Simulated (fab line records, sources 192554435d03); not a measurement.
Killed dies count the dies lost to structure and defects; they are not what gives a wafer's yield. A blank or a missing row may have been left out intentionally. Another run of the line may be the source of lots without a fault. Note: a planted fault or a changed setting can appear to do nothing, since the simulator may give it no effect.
fab line records	flow n5-finfet
record lots=9	wafers=26	last-day=19
route steps=1938 shown MOL_CONTACT_COAG@613 BEOL_M0_SAQP@636 BEOL_M4@1111
lots untouched by any fault: they come from a run of this same line in which no faults occurred
start-h: the number of hours between the record's first day and the start of the first shown wafer of the lot	wait-h: hours elapsed since this lot's preceding step	" the same as in the row above	L1.1+2: one row covering several wafers at once	- either no value or no given start	* or withheld: withheld	< > ~ a bound
route shown NAME@n: names a module that has steps shown in the file, with the first one's number in the route	usual: average and standard deviation across the fault-free wafers	same: alike in all rows	chamber/n: place in a boat	sites: per-site readings	_std_site: the values' standard deviation	_edge_site: the outer-site mean with the inner-site mean subtracted	radius-mm: for every site, how far away it sits from the centre of the wafer	mask NAME#n: copy n	behind: the tool/chamber that last shaped the wafer	hold: why the lot went on hold/how many hours it stayed there/how the hold came to an end	device: transistor that didn't switch, given as n, p or np	end of line: tests run on the same wafers once the route is complete	for a step that has no rows: nothing shown but its recipe	killed: at the first sort, the dies lost to defects and structure; wafer yield is something else	map: per-die view of a wafer (x killed, . not killed, _ where there is no die)
set.NAME: setting as actually run; set.NAME@STEP: the setting as run at that earlier step	model.NAME: the simulator's own value behind a step, which no gauge read
steps of the route over a sample of lots; a table a step, a row a wafer
services: the hour from which a tool's chamber was out of use, counted from the record's first day as start-h (under 0 if before that day), plus the number of hours and why
## steps
# step N5_MOL_CONTACT_COAG_ETCHBACK_136
# recipe chemistry=CHF3	target=SiO2	target-depth-a=250	time-s=16.7	ion-energy-ev=200	pressure-mtorr=30	source-w=610	bias-w=170	Ar_flow_sccm=200	CHF3_flow_sccm=50
# usual drypump-motor-current-A=5.49/0.3	oes-product-au=0.81/0.083	rf-vpp-V=523/7.6	showerhead-plenum-p-Torr=2.40/0.059	throttle-valve-pct=18.73/0.17
lot.wafer	tool	chamber	start-h	wait-h	drypump-motor-current-A	oes-product-au	rf-hours-counter-h	rf-vpp-V	showerhead-plenum-p-Torr	throttle-valve-pct
L667.2	rie-diel-04	2	110.97	0.0	5.41	0.89	41	516	2.43	18.71
L667.3	"	3	"	"	5.61	0.89	30	520	2.43	18.68
L667.5	"	2	"	"	5.42	0.90	-	515	2.43	18.68
L671.2	rie-diel-02	0	144.46	0.0	5.69	0.70	211	525	2.44	19.09
L671.3	"	2	"	"	5.50	0.74	169	535	2.37	18.61
L671.6	"	3	"	"	5.05	0.74	-	528	2.48	18.70
L673.2	rie-diel-02	3	146.32	0.0	5.11	0.75	163	527	2.48	18.70
L673.4	"	2	"	"	5.54	0.74	-	536	2.37	18.62
L673.5	"	3	"	"	5.10	0.75	-	527	2.48	18.70
L674.2	rie-diel-04	1	153.52	0.0	5.39	0.91	24	515	2.33	18.59
L674.3	"	0	"	"	5.76	0.72	212	520	2.35	18.87
L674.6	"	0	"	"	5.76	0.72	-	522	2.35	18.86
L675.2	rie-diel-04	1	162.02	0.0	5.41	0.91	28	514	2.33	18.60
L675.3	"	2	"	"	5.46	0.86	62	514	2.42	18.72
L675.4	"	0	"	"	5.72	0.71	215	520	2.35	18.87
L677.4	rie-diel-02	1	182.58	0.0	4.67	0.82	95	524	2.40	18.94
L677.5	"	3	"	"	5.08	0.73	-	528	2.47	18.72
L677.6	"	2	"	"	5.50	0.73	-	535	2.37	18.66
L680.4	rie-diel-04	1	190.59	0.0	5.39	0.88	37	513	2.33	18.60
L680.5	"	1	"	"	5.39	0.89	-	512	2.33	18.61
L686.2	rie-diel-02	1	227.71	0.0	4.64	0.80	110	524	2.40	18.96
L686.3	"	3	"	"	5.09	0.72	190	528	2.47	18.74
L686.6	"	0	"	"	5.69	0.69	-	524	2.43	19.14
L687.4	rie-diel-02	3	238.26	0.0	5.08	0.72	194	527	2.46	18.76
L687.5	"	3	"	"	5.09	0.71	-	527	2.46	18.74
L687.6	"	0	"	"	5.68	0.68	-	524	2.43	19.15
# step N5_MOL_CONTACT_COAG_VIA_ETCH_117
# recipe chemistry=C4F6/O2	target-depth-a=400	overetch-a=80	mask-material=SOC	target=SiO2	bias-w=455	pressure-mtorr=10	time-s=26	source-w=325	Ar_flow_sccm=300	C4F6_flow_sccm=10	O2_flow_sccm=10	ion-energy-ev=575.3	ends=end-point
# usual drypump-motor-current-A=5.49/0.3	oes-product-au=0.72/0.067	rf-vpp-V=1584/21	showerhead-plenum-p-Torr=2.87/0.07	throttle-valve-pct=41.02/0.14
lot.wafer	tool	chamber	start-h	wait-h	drypump-motor-current-A	oes-product-au	rf-hours-counter-h	rf-vpp-V	showerhead-plenum-p-Torr	throttle-valve-pct
L667.2	rie-diel-04	2	111.01	0.0	5.41	0.79	42	1561	2.89	41.03
L667.3	"	3	"	"	5.65	0.77	30	1578	2.90	40.99
L667.5	"	2	"	"	5.43	0.79	-	1560	2.89	41.04
L671.2	rie-diel-02	0	144.49	0.0	5.71	0.62	211	1589	2.91	41.20
L671.3	"	2	"	"	5.51	0.67	169	1615	2.83	41.02
L671.6	"	3	"	"	5.10	0.67	-	1597	2.95	40.77
L673.2	rie-diel-02	3	146.36	0.0	5.11	0.68	163	1598	2.95	40.78
L673.4	"	2	"	"	5.49	0.67	-	1616	2.83	41.02
L673.5	"	3	"	"	5.10	0.68	-	1597	2.95	40.78
L674.2	rie-diel-04	1	153.56	0.0	5.40	0.81	24	1558	2.78	41.10
L674.3	"	0	"	"	5.74	0.64	212	1576	2.80	40.96
L674.6	"	0	"	"	5.75	0.65	-	1575	2.80	40.96
L675.2	rie-diel-04	1	162.05	0.0	5.40	0.79	28	1558	2.78	41.09
L675.3	"	2	"	"	5.37	0.76	62	1561	2.89	41.05
L675.4	"	0	"	"	5.77	0.64	215	1573	2.80	40.96
L677.4	rie-diel-02	1	182.61	0.0	4.65	0.74	95	1588	2.87	41.23
L677.5	"	3	"	"	5.09	0.67	-	1597	2.95	40.79
L677.6	"	2	"	"	5.49	0.66	-	1617	2.82	41.04
L680.4	rie-diel-04	1	190.62	0.0	5.47	0.79	37	1557	2.78	41.11
L680.5	"	1	"	"	5.46	0.78	-	1561	2.78	41.10
L686.2	rie-diel-02	1	227.74	0.0	4.67	0.72	110	1589	2.86	41.27
L686.3	"	3	"	"	5.11	0.66	190	1596	2.94	40.81
L686.6	"	0	"	"	5.69	0.61	-	1589	2.90	41.23
L687.4	rie-diel-02	3	238.30	0.0	5.11	0.66	194	1595	2.94	40.81
L687.5	"	3	"	"	5.09	0.66	-	1596	2.94	40.79
L687.6	"	0	"	"	5.67	0.62	-	1588	2.90	41.23
# step N5_MOL_CONTACT_COAG_CVD_140
# recipe material=W	target-thk-a=665	mode=selective-fill	temp-c=300	time-s=215
# usual heater-power-w=503/49
lot.wafer	tool	chamber	start-h	wait-h	heater-power-w
L667.2	cvd-w-01	0	111.49	0.1	548
L667.3	"	0	"	"	560
L667.5	"	0	"	"	571
L671.2	cvd-w-02	1	144.98	0.1	471
L671.3	"	1	"	"	470
L671.6	"	1	"	"	462
L673.2	cvd-w-02	1	146.84	0.1	464
L673.4	"	0	"	"	464
L673.5	"	0	"	"	446
L674.2	cvd-w-02	0	154.04	0.1	446
L674.3	"	1	"	"	468
L674.6	"	1	"	"	464
L675.2	cvd-w-02	0	162.54	0.1	451
L675.3	"	1	"	"	465
L675.4	"	0	"	"	443
L677.4	cvd-w-01	1	183.17	0.1	531
L677.5	"	0	"	"	569
L677.6	"	1	"	"	524
L680.4	cvd-w-01	1	191.19	0.1	524
L680.5	"	0	"	"	549
L686.2	cvd-w-01	1	228.23	0.1	532
L686.3	"	0	"	"	577
L686.6	"	1	"	"	538
L687.4	cvd-w-02	0	239.11	0.3	442
L687.5	"	0	"	"	451
L687.6	"	0	"	"	455
# step N5_BEOL_M0_SAQP_PECVD_96
# recipe material=a-Si	target-thk-a=450	temp-c=350	precursor=SiH4/He	pressure-torr=3	rf-w=100	time-s=45.2
# usual heater-power-w=631/94	run-length-s=81.3/0.55	showerhead-plenum-p-Torr=5.67/0.031	throttle-valve-pct=18.4/0.93
lot.wafer	tool	chamber	start-h	wait-h	heater-power-w	run-length-s	showerhead-plenum-p-Torr	throttle-valve-pct
L667.2	pecvd-03	1	117.08	0.0	643	81.2	5.66	19.0
L667.3	"	0	"	"	534	81.0	5.64	20.1
L667.5	"	0	"	"	553	80.6	5.64	20.5
L671.2	pecvd-03	2	149.32	0.0	791	80.8	5.67	17.6
L671.3	"	1	"	"	677	81.4	5.67	18.8
L671.6	"	0	"	"	576	81.2	5.64	20.1
L673.2	pecvd-03	2	155.05	0.0	756	81.3	5.66	17.5
L673.4	"	1	"	"	629	81.7	5.68	19.1
L673.5	"	0	"	"	571	81.0	5.65	20.4
L674.2	pecvd-01	0	159.41	0.0	603	81.2	5.61	17.0
L674.3	"	2	"	"	548	81.8	5.64	17.8
L674.6	"	2	"	"	535	81.1	5.67	18.1
L675.2	pecvd-03	1	167.61	0.0	652	81.4	5.68	18.6
L675.3	"	0	"	"	561	80.6	5.63	20.2
L675.4	"	0	"	"	580	80.6	5.65	20.1
L677.4	pecvd-03	0	187.79	0.0	535	80.7	5.63	20.3
L677.5	"	2	"	"	795	80.6	5.67	17.5
L677.6	"	1	"	"	651	81.4	5.69	18.8
L680.4	pecvd-03	2	196.65	0.0	779	84.1	5.68	17.7
L680.5	"	1	"	"	686	85.0	5.66	19.0
L686.2	pecvd-04	2	234.14	0.0	664	81.6	5.65	17.8
L686.3	"	1	"	"	547	80.9	5.70	18.7
L686.6	"	0	"	"	767	81.6	5.71	18.0
L687.4	pecvd-04	0	247.97	0.0	658	82.3	5.70	18.0
L687.5	"	2	"	"	627	81.2	5.65	17.7
L687.6	"	1	"	"	591	80.9	5.72	18.5
# step N5_BEOL_M4_RC_MEAS_101
# usual DIBL_N=36.2/1.2	DIBL_P=36.3/1.3	IOFF_N=0.155/0.019	IOFF_P=0.210/0.029	ION_N=677/8.6	ION_P=465/6.8	SS_N=71.4/0.48	SS_P=73.2/0.53	VT_N=249.9/2.4	VT_P=-250/3.2
lot.wafer	tool	chamber	start-h	wait-h	DIBL_N[mV/V]	DIBL_P[mV/V]	IOFF_N[nA/um]	IOFF_P[nA/um]	ION_N[uA/um]	ION_P[uA/um]	SS_N[mV/dec]	SS_P[mV/dec]	VT_N[mV]	VT_P[mV]
L667.2	prober-02	0	164.57	0.2	35.9	36.3	0.161	0.233	680	471	71.5	73.6	247.7	-247
L667.3	"	0	"	"	35.5	36.4	0.155	0.227	690	476	70.4	72.9	246.8	-247
L667.5	"	0	"	"	35.7	36.2	0.155	0.229	681	472	70.8	73.7	246.7	-248
L671.2	prober-02	0	216.28	0.2	35.7	36.7	0.176	0.239	682	470	71.8	72.9	251.2	-250
L671.3	"	0	"	"	34.8	35.9	0.147	0.219	680	474	70.9	74.0	250.3	-252
L671.6	"	0	"	"	33.7	34.1	0.128	0.190	681	467	70.7	73.0	250.1	-250
L674.2	prober-01	0	224.86	0.2	37.3	38.1	0.192	0.255	688	467	71.8	74.0	248.3	-245
L674.3	"	0	"	"	35.2	36.1	0.156	0.230	674	461	71.5	73.6	248.8	-245
L674.6	"	0	"	"	35.7	36.5	0.164	0.228	676	467	71.1	72.9	248.3	-249
L673.2	prober-02	0	233.38	0.2	35.4	35.1	0.155	0.235	679	473	71.8	73.3	247.3	-246
L673.4	"	0	"	"	36.1	35.5	0.165	0.245	683	477	71.8	73.4	248.0	-244
L673.5	"	0	"	"	35.5	35.5	0.158	0.257	671	474	71.6	73.4	248.7	-244
L675.2	prober-01	0	245.08	0.2	34.4	33.4	0.117	0.192	669	470	70.6	72.5	253.2	-245
L675.3	"	0	"	"	36.1	36.1	0.154	0.227	680	474	71.4	73.4	250.9	-247
L675.4	"	0	"	"	37.6	37.4	0.181	0.253	684	470	71.6	74.0	246.6	-247
L677.4	prober-01	0	261.68	0.5	35.9	36.1	0.138	0.197	662	462	71.7	73.6	251.8	-250
L677.5	"	0	"	"	34.9	34.8	0.127	0.173	664	461	71.5	72.1	252.5	-252
L677.6	"	0	"	"	37.9	38.3	0.181	0.234	681	466	72.2	73.4	248.7	-250
L680.4	prober-01	0	265.80	0.5	36.3	37.1	0.175	0.266	696	479	71.9	73.7	247.8	-247
L680.5	"	0	"	"	36.7	37.1	0.172	0.257	686	478	71.8	73.1	245.8	-246
L686.2	prober-02	0	308.16	0.2	37.6	36.5	0.155	0.207	665	457	71.7	72.6	250.2	-250
L686.3	"	0	"	"	37.3	37.1	0.156	0.218	680	465	71.6	72.3	250.3	-249
L686.6	"	0	"	"	37.2	36.3	0.147	0.203	671	467	71.3	73.1	250.7	-249
L687.4	prober-02	0	329.51	0.5	36.7	36.1	0.170	0.206	676	466	71.5	73.0	247.0	-251
L687.5	"	0	"	"	36.6	35.9	0.166	0.199	676	461	70.6	73.5	250.3	-252
L687.6	"	0	"	"	37.7	38.0	0.184	0.240	690	471	72.1	73.9	245.6	-249
## services
tool	chamber	start-h	hours	kind
rie-diel-04	-	89.16	0.4	repair
cvd-w-01	-	91.26	0.6	repair
pecvd-01	0	100.30	2.1	scheduled-down
pecvd-03	2	103.70	5.5	scheduled-down
pecvd-04	0	106.70	2.1	scheduled-down
pecvd-01	1	108.38	5.5	scheduled-down
rie-diel-02	0	113.52	7.3	repair
pecvd-01	0	130.82	18.9	repair
rie-diel-02	1	137.28	9.5	repair
rie-diel-04	3	144.66	14.2	repair
pecvd-01	2	152.71	5.5	scheduled-down
cvd-w-01	-	152.84	6.9	pm
cvd-w-02	-	154.43	1.4	repair
pecvd-04	-	158.24	2.8	pm
rie-diel-02	-	159.50	1.4	repair
pecvd-01	-	168.97	1.6	repair
pecvd-04	-	184.15	6.0	pm
rie-diel-02	3	195.74	3.8	repair
rie-diel-04	1	207.48	14.3	repair
rie-diel-04	-	209.64	0.6	repair
pecvd-03	1	210.96	3.6	repair
rie-diel-04	0	217.81	6.3	repair
rie-diel-02	2	227.15	4.2	repair
cvd-w-02	1	233.78	8.1	repair
## key
first-sign step=N5_BEOL_M0_SAQP_PECVD_96	reading=run-length-s	direction=up	sigmas=5.9	usual=*	struck=*
effect none on later readings
met-at N5_BEOL_M0_SAQP_PECVD_96
struck-lots L680
struck-wafers L680.4,L680.5
not-acting-at N5_MOL_CONTACT_COAG_ETCHBACK_136,N5_MOL_CONTACT_COAG_VIA_ETCH_117,N5_MOL_CONTACT_COAG_CVD_140
onset-between 187.79 196.65
fault kind=process-parameter-drift	tool=pecvd-03	chamber=-	onset-h=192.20	steps=N5_BEOL_M0_SAQP_PECVD_96	channel=time-s	offset=*	shape=step	end-h=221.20	scope=struck-wafers-only	acts-in=*	stated=*
